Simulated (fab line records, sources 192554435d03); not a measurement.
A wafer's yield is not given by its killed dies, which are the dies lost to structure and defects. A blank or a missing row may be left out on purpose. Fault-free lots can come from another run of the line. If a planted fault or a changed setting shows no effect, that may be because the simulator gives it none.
fab line records + flow n5Finfet
record:
- lots: 10
- wafers: 30
- lastDay: 20
route steps=1938 shown HKMG_FIN@431 BEOL_M4@1111 PASSIVATION@1936
lots that met no fault: taken from a fault-free run of the same line
startH: the number of hours between the record's first day and the start of the first shown wafer of the lot + waitH: hours since the lot's step before + " as in the row above + L1.1+2: one row covering several wafers at once + - either no value or no given start + * or withheld: withheld + < > ~ a bound
route shown NAME@n: names a module that has steps shown in the file, with the first one's number in the route + usual: mean and standard deviation over wafers with no fault + same: alike in all rows + chamber/n: place in a boat + sites: readings site by site + _std_site: standard deviation of those values + _edge_site: mean of outer sites minus mean of inner sites + radiusMm: for every site, how far away it sits from the centre of the wafer + mask NAME#n: copy n + behind: tool/chamber where the wafer was last shaped + hold: why the lot was held/for how many hours/how that ended + device: names the non-switching transistor (n, p or np) + end of line: the same wafers' tests at the end of the route + for a step that has no rows: nothing shown but its recipe + killed: dies that structure and defects cost at the first sort, which is not the same as the wafer's yield + map: the dies of a wafer, with x for killed, . for not killed, _ for no die there
set.NAME: setting as actually run; set.NAME@STEP: the setting as run at that earlier step + model.NAME: the simulator's own value behind a step, which no gauge read
steps of the route over a sample of lots; a table a step, a row a wafer
services: a tool's chamber out of use, with start hour (startH, from the record's first day; less than 0 if before it), hours out, and reason
== steps ==
step: N5_HKMG_FIN_OVL_MEAS_13
recipe:
- pointsPerWafer: 44
usual:
- NWFM_OVL: 0.4/0.59
| lot.wafer | tool       | chamber | startH | waitH | NWFM_OVL[nm] |
|-----------|------------|---------|--------|-------|--------------|
| L349.1    | overlay-02 | 0       | 75.21  | 0.0   | 0.0          |
| L349.3    | "          | 0       | "      | "     | -0.2         |
| L349.5    | "          | 0       | "      | "     | 0.3          |
| L352.2    | overlay-01 | 0       | 94.15  | 0.0   | 1.0          |
| L352.5    | "          | 0       | "      | "     | 1.2          |
| L352.6    | "          | 0       | "      | "     | 1.9          |
| L353.1    | overlay-02 | 0       | 99.69  | 0.0   | 0.4          |
| L353.4    | "          | 0       | "      | "     | -0.6         |
| L353.6    | "          | 0       | "      | "     | 1.1          |
| L354.1    | overlay-01 | 0       | 106.73 | 0.0   | 0.2          |
| L354.3    | "          | 0       | "      | "     | -0.1         |
| L354.5    | "          | 0       | "      | "     | 0.0          |
| L355.1    | overlay-01 | 0       | 112.60 | 0.0   | 0.6          |
| L355.3    | "          | 0       | "      | "     | 1.3          |
| L355.5    | "          | 0       | "      | "     | 0.9          |
| L356.2    | overlay-01 | 0       | 117.33 | 0.0   | 0.3          |
| L356.5    | "          | 0       | "      | "     | 0.7          |
| L356.6    | "          | 0       | "      | "     | 0.5          |
| L364.2    | overlay-01 | 0       | 166.07 | 0.0   | 0.3          |
| L364.3    | "          | 0       | "      | "     | 0.7          |
| L364.5    | "          | 0       | "      | "     | 0.8          |
| L369.1    | overlay-02 | 0       | 207.99 | 0.0   | 0.8          |
| L369.2    | "          | 0       | "      | "     | 0.9          |
| L369.3    | "          | 0       | "      | "     | 0.9          |
| L371.2    | overlay-01 | 0       | 218.70 | 0.0   | -0.1         |
| L371.3    | "          | 0       | "      | "     | 0.7          |
| L371.6    | "          | 0       | "      | "     | 0.3          |
| L372.1    | overlay-01 | 0       | 219.71 | 0.0   | -1.3         |
| L372.2    | "          | 0       | "      | "     | -0.3         |
| L372.5    | "          | 0       | "      | "     | -0.5         |
step: N5_HKMG_FIN_STRIP_19
recipe:
- chemistry: N2/H2
- powerW: 2500
- tempC: 300
- h2Frac: 0.65
- timeS: 360
- pressureMtorr: withheld
- n2FlowSccm: 1750
- h2FlowSccm: 3250
usual:
- drypumpMotorCurrentA: 5.75/0.099
- h2FlowSccm: 3250/8.7
- heaterPowerW: 478/30
| lot.wafer | tool           | chamber | startH | waitH | drypumpMotorCurrentA | h2FlowSccm | heaterPowerW | rfHoursCounterH |
|-----------|----------------|---------|--------|-------|----------------------|------------|--------------|-----------------|
| L349.1    | plasmaAsher-01 | 1       | 75.87  | 0.0   | 5.73                 | 3252       | 475          | 35              |
| L349.3    | "              | 1       | "      | "     | 5.73                 | 3248       | 475          | -               |
| L349.5    | "              | 1       | "      | "     | 5.76                 | 3265       | 475          | -               |
| L352.2    | plasmaAsher-02 | 0       | 94.86  | 0.0   | 5.93                 | 3243       | 482          | 93              |
| L352.5    | "              | 1       | "      | "     | 5.72                 | 3259       | 418          | -               |
| L352.6    | "              | 0       | "      | "     | 5.92                 | 3244       | 487          | -               |
| L353.1    | plasmaAsher-02 | 0       | 100.35 | 0.0   | 5.94                 | 3247       | 488          | 94              |
| L353.4    | "              | 0       | "      | "     | 5.94                 | 3247       | 481          | -               |
| L353.6    | "              | 1       | "      | "     | 5.71                 | 3262       | 405          | -               |
| L354.1    | plasmaAsher-01 | 1       | 107.38 | 0.0   | 5.75                 | 3252       | 483          | 41              |
| L354.3    | "              | 1       | "      | "     | 5.73                 | 3248       | 486          | -               |
| L354.5    | "              | 1       | "      | "     | 5.71                 | 3249       | 484          | -               |
| L355.1    | plasmaAsher-01 | 0       | 113.26 | 0.0   | 5.66                 | 3239       | 495          | 43              |
| L355.3    | "              | 1       | "      | "     | 5.74                 | 3238       | 473          | -               |
| L355.5    | "              | 0       | "      | "     | 5.64                 | 3248       | 496          | -               |
| L356.2    | plasmaAsher-02 | 1       | 117.98 | 0.0   | 5.72                 | 3253       | 418          | 98              |
| L356.5    | "              | 0       | "      | "     | 5.94                 | 3248       | 476          | -               |
| L356.6    | "              | 1       | "      | "     | 5.71                 | 3257       | 419          | -               |
| L364.2    | plasmaAsher-01 | 1       | 166.89 | 0.0   | 5.72                 | 3241       | 481          | 55              |
| L364.3    | "              | 0       | "      | "     | 5.65                 | 3259       | 510          | -               |
| L364.5    | "              | 1       | "      | "     | 5.71                 | 3244       | 459          | -               |
| L369.1    | plasmaAsher-02 | 0       | 208.64 | 0.0   | 5.95                 | 3249       | 498          | 109             |
| L369.2    | "              | 1       | "      | "     | 5.73                 | 3241       | 422          | 109             |
| L369.3    | "              | 1       | "      | "     | 5.74                 | 3266       | 425          | -               |
| L371.2    | plasmaAsher-02 | 0       | 219.36 | 0.0   | 5.95                 | 3261       | 496          | 111             |
| L371.3    | "              | 1       | "      | "     | 5.75                 | 3246       | 417          | -               |
| L371.6    | "              | 1       | "      | "     | 5.73                 | 3259       | 416          | -               |
| L372.1    | plasmaAsher-02 | 0       | 220.59 | 0.0   | 5.95                 | 3243       | 490          | 111             |
| L372.2    | "              | 1       | "      | "     | 5.72                 | 3255       | 427          | 111             |
| L372.5    | "              | 0       | "      | "     | 5.93                 | 3240       | 497          | -               |
step: N5_HKMG_FIN_STRIP_69
recipe:
- chemistry: N2/H2
- powerW: 2500
- tempC: 300
- h2Frac: 0.65
- timeS: 360
- pressureMtorr: withheld
- n2FlowSccm: 1750
- h2FlowSccm: 3250
usual:
- drypumpMotorCurrentA: 5.77/0.11
- h2FlowSccm: 3250/9.5
- heaterPowerW: 474/32
| lot.wafer | tool           | chamber | startH | waitH | drypumpMotorCurrentA | h2FlowSccm | heaterPowerW | rfHoursCounterH |
|-----------|----------------|---------|--------|-------|----------------------|------------|--------------|-----------------|
| L349.1    | plasmaAsher-02 | 0       | 78.07  | 0.1   | 5.95                 | 3255       | 481          | 90              |
| L349.3    | "              | 1       | "      | "     | 5.72                 | 3244       | 417          | -               |
| L349.5    | "              | 0       | "      | "     | 6.00                 | 3243       | 473          | -               |
| L352.2    | plasmaAsher-02 | 0       | 97.14  | 0.1   | -                    | -          | -            | -               |
| L352.5    | "              | 1       | "      | "     | -                    | -          | -            | -               |
| L352.6    | "              | 0       | "      | "     | -                    | -          | -            | -               |
| L353.1    | plasmaAsher-02 | 0       | 102.50 | 0.1   | -                    | -          | -            | -               |
| L353.4    | "              | 1       | "      | "     | -                    | -          | -            | -               |
| L353.6    | "              | 1       | "      | "     | -                    | -          | -            | -               |
| L354.1    | plasmaAsher-01 | 0       | 109.53 | 0.1   | -                    | -          | -            | -               |
| L354.3    | "              | 0       | "      | "     | -                    | -          | -            | -               |
| L354.5    | "              | 0       | "      | "     | -                    | -          | -            | -               |
| L355.1    | plasmaAsher-02 | 1       | 115.48 | 0.1   | 5.74                 | 3258       | 428          | 98              |
| L355.3    | "              | 0       | "      | "     | 5.93                 | 3243       | 480          | -               |
| L355.5    | "              | 1       | "      | "     | 5.72                 | 3262       | 425          | -               |
| L356.2    | plasmaAsher-02 | 0       | 120.43 | 0.2   | 5.94                 | 3251       | 474          | 99              |
| L356.5    | "              | 0       | "      | "     | 5.95                 | 3251       | 489          | -               |
| L356.6    | "              | 1       | "      | "     | 5.73                 | 3242       | 423          | -               |
| L364.2    | plasmaAsher-01 | 0       | 169.35 | 0.2   | 5.66                 | 3259       | 507          | 56              |
| L364.3    | "              | 0       | "      | "     | 5.66                 | 3258       | 512          | -               |
| L364.5    | "              | 1       | "      | "     | 5.71                 | 3247       | 469          | -               |
| L369.1    | plasmaAsher-01 | 0       | 210.79 | 0.1   | 5.67                 | 3253       | 510          | 65              |
| L369.2    | "              | 1       | "      | "     | 5.73                 | 3252       | 489          | 65              |
| L369.3    | "              | 1       | "      | "     | 5.74                 | 3256       | 485          | -               |
| L371.2    | plasmaAsher-02 | 0       | 221.56 | 0.1   | 5.94                 | 3232       | 492          | 111             |
| L371.3    | "              | 1       | "      | "     | 5.72                 | 3261       | 417          | -               |
| L371.6    | "              | 0       | "      | "     | 5.95                 | 3232       | 489          | -               |
| L372.1    | plasmaAsher-01 | 0       | 222.74 | 0.1   | 5.66                 | 3265       | 499          | 68              |
| L372.2    | "              | 1       | "      | "     | 5.76                 | 3256       | 481          | 68              |
| L372.5    | "              | 1       | "      | "     | 5.72                 | 3249       | 474          | -               |
step: N5_HKMG_FIN_ALD_21
recipe:
- material: TiN
- targetThkA: 15
- tempC: 400
- aldPrecursorFamily: TiCl4
- aldCoReactant: NH3
- pulseTimeS: 1
- purgeTimeS: 3
- coReactantPurgeTimeS: 2
- coReactantPulseTimeS: 2
- aldCycles: 68
- pressureTorr: 3
usual:
- heaterPowerW: 879/87
- precursorPulseHeightRel: 1.001/0.019
| lot.wafer | tool        | chamber | startH | waitH | heaterPowerW | precursorPulseHeightRel |
|-----------|-------------|---------|--------|-------|--------------|-------------------------|
| L349.1    | aldMetal-03 | 3       | 78.46  | 0.3   | 783          | 0.974                   |
| L349.3    | "           | 0       | "      | "     | 1005         | 1.017                   |
| L349.5    | "           | 1       | "      | "     | 757          | 0.978                   |
| L352.2    | aldMetal-01 | 1       | 97.52  | 0.3   | 715          | 0.996                   |
| L352.5    | "           | 0       | "      | "     | 967          | 1.007                   |
| L352.6    | "           | 3       | "      | "     | 859          | 1.014                   |
| L353.1    | aldMetal-03 | 1       | 102.88 | 0.3   | 752          | 0.987                   |
| L353.4    | "           | 2       | "      | "     | 873          | 0.995                   |
| L353.6    | "           | 2       | "      | "     | 877          | 0.991                   |
| L354.1    | aldMetal-03 | 2       | 109.92 | 0.3   | 850          | 1.002                   |
| L354.3    | "           | 1       | "      | "     | 746          | 1.009                   |
| L354.5    | "           | 0       | "      | "     | 997          | 0.968                   |
| L355.1    | aldMetal-02 | 2       | 115.87 | 0.3   | 941          | 0.975                   |
| L355.3    | "           | 3       | "      | "     | 864          | 0.959                   |
| L355.5    | "           | 0       | "      | "     | 919          | 0.996                   |
| L356.2    | aldMetal-02 | 2       | 120.81 | 0.3   | 942          | 1.014                   |
| L356.5    | "           | 2       | "      | "     | 939          | 1.011                   |
| L356.6    | "           | 1       | "      | "     | 907          | 1.019                   |
| L364.2    | aldMetal-02 | 2       | 169.73 | 0.3   | 965          | 1.013                   |
| L364.3    | "           | 0       | "      | "     | 923          | 0.998                   |
| L364.5    | "           | 0       | "      | "     | 923          | 0.997                   |
| L369.1    | aldMetal-03 | 0       | 211.18 | 0.3   | 1027         | 0.997                   |
| L369.2    | "           | 2       | "      | "     | 877          | 0.993                   |
| L369.3    | "           | 1       | "      | "     | 759          | 0.993                   |
| L371.2    | aldMetal-01 | 2       | 221.94 | 0.3   | 879          | 0.975                   |
| L371.3    | "           | 3       | "      | "     | 856          | 1.006                   |
| L371.6    | "           | 3       | "      | "     | 867          | 1.032                   |
| L372.1    | aldMetal-01 | 0       | 223.13 | 0.3   | 1003         | 0.987                   |
| L372.2    | "           | 1       | "      | "     | 734          | 1.011                   |
| L372.5    | "           | 3       | "      | "     | 886          | 0.975                   |
step: N5_BEOL_M4_RC_MEAS_101
usual:
- DIBL_N: 36.6/1.3
- DIBL_P: 36.4/1.4
- IOFF_N: 0.167/0.023
- IOFF_P: 0.219/0.029
- ION_N: 678/8.7
- ION_P: 464/6.4
- SS_N: 71.5/0.53
- SS_P: 73.4/0.57
- VT_N: 248.5/2.8
- VT_P: -249/3.1
| lot.wafer | tool      | chamber | startH | waitH | DIBL_N[mV/V] | DIBL_P[mV/V] | IOFF_N[nA/um] | IOFF_P[nA/um] | ION_N[uA/um] | ION_P[uA/um] | SS_N[mV/dec] | SS_P[mV/dec] | VT_N[mV] | VT_P[mV] |
|-----------|-----------|---------|--------|-------|--------------|--------------|---------------|---------------|--------------|--------------|--------------|--------------|----------|----------|
| L349.1    | prober-01 | 0       | 185.19 | 0.0   | 37.4         | 37.4         | 0.195         | 0.237         | 697          | 467          | 72.2         | 73.3         | 243.2    | -248     |
| L349.3    | "         | 0       | "      | "     | 37.8         | 37.4         | 0.193         | 0.224         | 690          | 465          | 70.9         | 72.9         | 245.4    | -249     |
| L349.5    | "         | 0       | "      | "     | 36.8         | 36.8         | 0.171         | 0.216         | 683          | 465          | 71.2         | 73.5         | 248.1    | -250     |
| L355.1    | prober-02 | 0       | 226.52 | 0.0   | 39.2         | 38.2         | 0.191         | 0.240         | 684          | 465          | 72.3         | 73.7         | 248.0    | -246     |
| L355.3    | "         | 0       | "      | "     | 37.6         | 36.8         | 0.175         | 0.219         | 681          | 464          | 72.0         | 72.9         | 247.0    | -248     |
| L355.5    | "         | 0       | "      | "     | 38.4         | 37.3         | 0.176         | 0.224         | 684          | 466          | 72.6         | 73.1         | 248.2    | -246     |
| L356.2    | prober-01 | 0       | 233.17 | 0.2   | 36.8         | 37.2         | 0.144         | 0.192         | 676          | 460          | 71.5         | 73.0         | 251.5    | -252     |
| L356.5    | "         | 0       | "      | "     | 36.2         | 36.7         | 0.149         | 0.185         | 678          | 460          | 71.3         | 73.2         | 251.0    | -256     |
| L356.6    | "         | 0       | "      | "     | 35.3         | 35.4         | 0.128         | 0.163         | 675          | 452          | 71.1         | 72.7         | 253.6    | -255     |
| L364.2    | prober-02 | 0       | 296.83 | 0.2   | 37.3         | 36.1         | 0.187         | 0.241         | 675          | 464          | 72.4         | 73.5         | 248.6    | -245     |
| L364.3    | "         | 0       | "      | "     | 38.8         | 38.8         | 0.219         | 0.290         | 681          | 468          | 72.3         | 75.0         | 245.4    | -244     |
| L364.5    | "         | 0       | "      | "     | 37.2         | 35.9         | 0.182         | 0.238         | 669          | 459          | 72.7         | 73.2         | 246.7    | -246     |
| L369.1    | prober-01 | 0       | 334.52 | 0.0   | 39.3         | 37.6         | 0.193         | 0.207         | 689          | 461          | 71.7         | 74.3         | 245.8    | -252     |
| L369.2    | "         | 0       | "      | "     | 37.9         | 37.0         | 0.165         | 0.200         | 679          | 466          | 71.7         | 73.7         | 249.2    | -253     |
| L369.3    | "         | 0       | "      | "     | 37.2         | 36.2         | 0.149         | 0.180         | 672          | 456          | 71.6         | 73.5         | 252.1    | -255     |
| L372.1    | prober-02 | 0       | 351.41 | 0.0   | 36.2         | 37.2         | 0.160         | 0.197         | 679          | 461          | 71.8         | 72.2         | 248.6    | -252     |
| L372.2    | "         | 0       | "      | "     | 36.1         | 36.6         | 0.153         | 0.182         | 676          | 457          | 71.3         | 72.6         | 251.2    | -250     |
| L372.5    | "         | 0       | "      | "     | 35.8         | 36.3         | 0.151         | 0.179         | 679          | 460          | 70.9         | 72.6         | 250.6    | -252     |
| L371.2    | prober-01 | 0       | 358.47 | 0.2   | 38.3         | 39.0         | 0.231         | 0.281         | 704          | 477          | 71.8         | 74.7         | 242.5    | -245     |
| L371.3    | "         | 0       | "      | "     | 37.2         | 36.4         | 0.193         | 0.235         | 689          | 468          | 71.3         | 74.4         | 245.3    | -249     |
| L371.6    | "         | 0       | "      | "     | 37.2         | 36.5         | 0.188         | 0.234         | 690          | 468          | 71.6         | 73.3         | 245.2    | -250     |
step: N5_PASSIVATION_PROBE_49
usual:
- defectLimitedYield: 91.6/1.6
- killed_at_M0_to_M3: 32/9.7
- killed_at_M4_up: 13/4.4
- killedAtContacts: 12/6.5
- killedAtFrontEnd: 38/12
- killedAtOther: 3.7/3
- killedDies: 99/18
- killedOnRim: 13/3.9
- killedOpen: 66/14
- killedShort: 32/7.5
- sort_bin_5_function: 4.9/1
- sort_bin_6_memory: 3.2/0.73
- sortNPass: 1081/18
- sortYieldPct: 91.6/1.6
same:
- grossDies: 1180
- killedAtBackSide: 0
- sort_bin_4_leakage[%]: 0
- sort_bin_8_speed[%]: 0
| lot.wafer | tool      | chamber | startH | waitH | defectLimitedYield[%] | killed_at_M0_to_M3 | killed_at_M4_up | killedAtContacts | killedAtFrontEnd | killedAtOther | killedDies | killedOnRim | killedOpen | killedShort | sort_bin_5_function[%] | sort_bin_6_memory[%] | sortNPass | sortYieldPct[%] |
|-----------|-----------|---------|--------|-------|-----------------------|--------------------|-----------------|------------------|------------------|---------------|------------|-------------|------------|-------------|------------------------|----------------------|-----------|-----------------|
| L352.2    | prober-02 | -       | 299.79 | 0.1   | 0                     | 26                 | 10              | 19               | 1121             | 4             | 1180       | 152         | 58         | 32          | 97.2                   | 2.6                  | 0         | 0               |
| L352.5    | prober-02 | -       | 299.94 | 0.2   | 0                     | 26                 | 9               | 24               | 1115             | 6             | 1180       | 152         | 66         | 29          | 96.7                   | 3.0                  | 0         | 0               |
| L352.6    | prober-02 | -       | 299.99 | 0.3   | 5.4                   | 26                 | 7               | 12               | 1067             | 4             | 1116       | 120         | 64         | 35          | 90.7                   | 3.6                  | 64        | 5.4             |
| L354.1    | prober-02 | -       | 302.41 | 0.0   | 0                     | 26                 | 15              | 5                | 1133             | 1             | 1180       | 152         | 47         | 27          | 97.4                   | 2.3                  | 0         | 0               |
| L354.3    | prober-02 | -       | 302.51 | 0.1   | 18.0                  | 30                 | 22              | 11               | 899              | 6             | 968        | 152         | 57         | 33          | 78.2                   | 3.6                  | 212       | 18.0            |
| L354.5    | prober-02 | -       | 302.61 | 0.2   | 0                     | 29                 | 28              | 16               | 1105             | 2             | 1180       | 152         | 71         | 33          | 96.9                   | 2.8                  | 0         | 0               |
| L353.1    | prober-02 | -       | 319.25 | 0.0   | 1.2                   | 34                 | 8               | 12               | 1111             | 1             | 1166       | 152         | 66         | 30          | 95.5                   | 3.2                  | 14        | 1.2             |
| L353.4    | prober-02 | -       | 319.40 | 0.2   | 0                     | 40                 | 13              | 15               | 1111             | 1             | 1180       | 152         | 82         | 47          | 95.9                   | 3.8                  | 0         | 0               |
| L353.6    | prober-02 | -       | 319.50 | 0.3   | 0                     | 17                 | 10              | 14               | 1137             | 2             | 1180       | 152         | 59         | 31          | 97.6                   | 2.2                  | 0         | 0               |
killed by level:class
L352.2 HKMG_FIN:areaAld=1090 FIN_SAQP:geometricParticle:open=11 MOL_CONTACT_COAG:geometricParticle:open=11 MOL_CONTACT_COAG:geometricParticle:short=8 BEOL_M0:geometricParticle:open=5 BEOL_M3:geometricParticle:open=5 STI_FIN_REVEAL:geometricParticle:open=4 GATE_CUT:geometricParticle:open=4
L352.5 HKMG_FIN:areaAld=1085 MOL_CONTACT_COAG:geometricParticle:open=15 DUMMY_GATE:geometricParticle:open=9 MOL_CONTACT_COAG:geometricParticle:short=9 BEOL_M0_SAQP:geometricParticle:open=6 BEOL_M2:geometricParticle:open=5 BEOL_M3:geometricParticle:open=5 FIN_SAQP:geometricParticle:open=4
L352.6 HKMG_FIN:areaAld=1015 STI_FIN_REVEAL:geometricParticle:open=16 MOL_CONTACT_COAG:geometricParticle:open=12 GATE_CUT:geometricParticle:short=9 BEOL_M2:geometricParticle:short=7 BEOL_M3:geometricParticle:open=7 DUMMY_GATE:geometricParticle:open=5 BEOL_M0:geometricParticle:open=5
L354.1 HKMG_FIN:areaAld=1106 BEOL_M2:geometricParticle:open=7 FIN_SAQP:geometricParticle:short=7 BEOL_M4:geometricParticle:open=6 MOL_CONTACT_COAG:geometricParticle:open=5 BEOL_M0_SAQP:geometricParticle:open=5 FIN_SAQP:geometricParticle:open=4 BEOL_M3:geometricParticle:open=4
L354.3 HKMG_FIN:areaAld=878 BEOL_M4:geometricParticle:open=11 MOL_CONTACT_COAG:geometricParticle:open=10 BEOL_M2:geometricParticle:open=8 FIN_SAQP:geometricParticle:open=6 FIN_SAQP:geometricParticle:short=6 BEOL_M1:geometricParticle:open=6 BEOL_M0_SAQP:geometricParticle:short=5
L354.5 HKMG_FIN:areaAld=1076 BEOL_M4:geometricParticle:open=17 MOL_CONTACT_COAG:geometricParticle:open=9 FIN_SAQP:geometricParticle:short=8 MOL_CONTACT_COAG:geometricParticle:short=7 BEOL_M2:geometricParticle:open=7 BEOL_M5:geometricParticle:open=7 FIN_SAQP:geometricParticle:open=5
L353.1 HKMG_FIN:areaAld=1070 BEOL_M1:geometricParticle:open=11 BEOL_M3:geometricParticle:open=11 DUMMY_GATE:geometricParticle:open=8 MOL_CONTACT_COAG:geometricParticle:open=8 FIN_SAQP:geometricParticle:open=5 FIN_SAQP:geometricParticle:short=5 ILD0:geometricParticle:short=5
L353.4 HKMG_FIN:areaAld=1051 DUMMY_GATE:geometricParticle:open=14 BEOL_M2:geometricParticle:open=13 MOL_CONTACT_COAG:geometricParticle:open=11 BEOL_M1:geometricParticle:open=11 GATE_CUT:geometricParticle:short=10 FIN_SAQP:geometricParticle:short=8 STI_FIN_REVEAL:geometricParticle:open=6
L353.6 HKMG_FIN:areaAld=1090 STI_FIN_REVEAL:geometricParticle:open=10 MOL_CONTACT_COAG:geometricParticle:open=10 DUMMY_GATE:geometricParticle:open=6 GATE_CUT:geometricParticle:short=6 GATE_CUT:geometricParticle:open=5 STARTING-WAFER:geometricParticle:short=4 MOL_CONTACT_COAG:geometricParticle:short=4
== services ==
| tool           | chamber | startH | hours | kind   |
|----------------|---------|--------|-------|--------|
| aldMetal-01    | -       | 89.01  | 2.8   | pm     |
| aldMetal-01    | -       | 100.45 | 0.6   | repair |
| plasmaAsher-01 | -       | 117.89 | 8.2   | repair |
| aldMetal-02    | 2       | 127.61 | 13.4  | repair |
| aldMetal-02    | 1       | 137.33 | 14.8  | repair |
| plasmaAsher-02 | -       | 146.07 | 28.1  | pm     |
| aldMetal-02    | -       | 179.38 | 14.6  | pm     |
| plasmaAsher-01 | -       | 183.68 | 14.6  | pm     |
| plasmaAsher-02 | -       | 187.79 | 18.5  | repair |
| aldMetal-02    | -       | 193.98 | 2.8   | pm     |
| aldMetal-03    | -       | 211.76 | 14.6  | pm     |
== key ==
firstSign:
- step: N5_HKMG_FIN_STRIP_69
- reading: toolRecord
- direction: missing
effect:
- step: N5_PASSIVATION_PROBE_49
- reading: sort_bin_5_function
- direction: up
- sigmas: 87
- usual: 4.9
- struck: 94.0
moreKillsBornAt:
- N5_HKMG_FIN_ALD_21@aldMetal-03: 6271
- N5_HKMG_FIN_ALD_21@aldMetal-01: 3190
metAt N5_HKMG_FIN_STRIP_69
struckLots L352,L353,L354
laterRowsLeftOut L352.2,L352.5,L352.6,L353.1,L353.4,L353.6,L354.1,L354.3,L354.5
notActingAt N5_HKMG_FIN_OVL_MEAS_13,N5_HKMG_FIN_STRIP_19,N5_HKMG_FIN_ALD_21
onsetBetween 78.07 97.14
fault:
- kind: skippedStepWhole
- tool: plasmaAsher-01,plasmaAsher-02
- chamber: -
- onsetH: 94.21
- steps: N5_HKMG_FIN_STRIP_69
- scope: struckLotsOnly
laterRowsLeftOut: the simulator's readings of these wafers behind a module that went badly wrong aren't trusted and aren't shown, but for the sort
